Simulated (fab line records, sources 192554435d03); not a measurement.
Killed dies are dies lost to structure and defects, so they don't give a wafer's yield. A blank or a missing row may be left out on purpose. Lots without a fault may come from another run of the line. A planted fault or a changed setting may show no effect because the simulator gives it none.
Chamber matching | flow n5_finfet | N5_BEOL_M0_CUTY_ETCH_63 on rie_diel-02: 4 sister chambers
The step etches SOC in N2/H2, target depth 82.7 nm, overetch 16.5 nm, time 124 s. 16 wafers are shown with their chamber, then 8 later ones without.

WAFERS WITH THEIR CHAMBER
wafer  | chamber | throttle_valve_pct (%) | oes_product_au (a.u.) | showerhead_plenum_p_Torr (Torr)
L077.3 | 3       | 17.83                  | 0.60                  | 2.50
L077.4 | 1       | 17.46                  | 0.69                  | 2.47
L077.5 | 3       | 17.83                  | 0.60                  | 2.50
L078.1 | 1       | 17.44                  | 0.68                  | 2.47
L078.3 | 2       | 17.32                  | 0.76                  | 2.50
L078.4 | 0       | 17.79                  | 0.79                  | 2.48
L080.2 | 3       | 17.85                  | 0.60                  | 2.50
L080.3 | 2       | 17.32                  | 0.75                  | 2.50
L080.4 | 0       | 17.78                  | 0.77                  | 2.48
L083.2 | 2       | 17.34                  | 0.74                  | 2.50
L083.3 | 1       | 17.46                  | 0.66                  | 2.47
L083.6 | 2       | 17.33                  | 0.73                  | 2.50
L085.1 | 3       | 17.86                  | 0.59                  | 2.50
L085.2 | 2       | 17.32                  | 0.74                  | 2.49
L085.6 | 2       | 17.35                  | 0.73                  | 2.49
L086.3 | 3       | 17.86                  | 0.58                  | 2.49

SIGNATURES (means of the wafers above)
reading                  | chamber 0 | chamber 1 | chamber 2 | chamber 3 | scatter within a chamber
throttle_valve_pct       | 17.7850   | 17.4533   | 17.3300   | 17.8460   | 0.013
oes_product_au           | 0.7800    | 0.6767    | 0.7417    | 0.5940    | 0.0118
showerhead_plenum_p_Torr | 2.4800    | 2.4700    | 2.4967    | 2.4980    | 0.00422
Rule: a wafer's distance from a chamber is the root of the sum, over the readings, of the square of ((its reading less the chamber's mean) divided by the reading's scatter). The wafer belongs to the nearest chamber; if the next one is less than 2 further off, it can't be placed. The scatter: the root of (the sum of the squares of (reading less its chamber's mean) over the shown wafers, divided by (wafers less chambers)).

WAFERS WITHOUT THEIR CHAMBER
wafer  | throttle_valve_pct (%) | oes_product_au (a.u.) | showerhead_plenum_p_Torr (Torr)
L086.4 | 17.49                  | 0.66                  | 2.47
L086.5 | 17.87                  | 0.59                  | 2.50
L094.2 | 17.85                  | 0.71                  | 2.47
L094.3 | 17.90                  | 0.58                  | 2.49
L094.4 | 17.35                  | 0.70                  | 2.49
L096.1 | 17.86                  | 0.70                  | 2.46
L096.3 | 17.38                  | 0.68                  | 2.48
L096.5 | 17.37                  | 0.69                  | 2.48

WHICH CHAMBER EACH WENT THROUGH
wafer  | from the rows above     | in truth
L086.4 | 1                       | 1
L086.5 | 3                       | 3
L094.2 | 0                       | 0
L094.3 | 3                       | 3
L094.4 | 2                       | 2
L096.1 | 0                       | 0
L096.3 | can't be placed: 1 or 2 | 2
L096.5 | can't be placed: 2 or 1 | 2
Placed correctly: 6 of 8. Can't be placed from these rows: 2 (the true chamber is among the candidates in 2). Placed wrongly: 0.
